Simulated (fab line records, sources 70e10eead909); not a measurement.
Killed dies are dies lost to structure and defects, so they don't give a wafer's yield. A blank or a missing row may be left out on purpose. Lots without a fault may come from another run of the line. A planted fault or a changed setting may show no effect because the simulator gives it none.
Chamber matching | flow nand_harc | NHARC_A_CHANNEL_FILL_D1_ETCHBACK_20 on rie_diel-12: 4 sister chambers
The step etches the open film in C4F8/O2/Ar, target depth 27 nm, time 13.5 s. 4 wafers are shown with their chamber, then 9 later ones without.

WAFERS WITH THEIR CHAMBER
wafer  | chamber | rf_vpp_V (V)
L086.2 | 3       | 976
L086.4 | 0       | 975
L088.5 | 1       | 971
L088.6 | 2       | 977

WAFERS WITHOUT THEIR CHAMBER
wafer  | rf_vpp_V (V)
L087.1 | 971
L087.3 | 974
L087.6 | 976
L093.3 | 975
L093.5 | 978
L093.6 | 970
L094.1 | 978
L094.3 | 975
L094.4 | 977

WHICH CHAMBER EACH WENT THROUGH
wafer  | from the rows above          | in truth
L087.1 | 1                            | 1
L087.3 | can't be placed: 0 or 3      | 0
L087.6 | can't be placed: 3 or 0 or 2 | 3
L093.3 | can't be placed: 0 or 3      | 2
L093.5 | can't be placed: 2 or 3      | 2
L093.6 | 1                            | 1
L094.1 | can't be placed: 2 or 3      | 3
L094.3 | can't be placed: 0 or 3      | 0
L094.4 | can't be placed: 2 or 3      | 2
Placed correctly: 2 of 9. Can't be placed from these rows: 7 (the true chamber is among the candidates in 6). Placed wrongly: 0.
How it was worked out, from the rows above alone: a wafer's distance from a chamber is the root of the sum, over the readings, of the square of ((its reading less the chamber's mean) divided by the reading's scatter). The wafer belongs to the nearest chamber; if the next one is less than 2 further off, it can't be placed. A chamber's mean is the mean of its shown wafers. The scatter: with one shown wafer a chamber, the root of the mean of the squares of how far each hidden wafer lies from its nearest shown one.
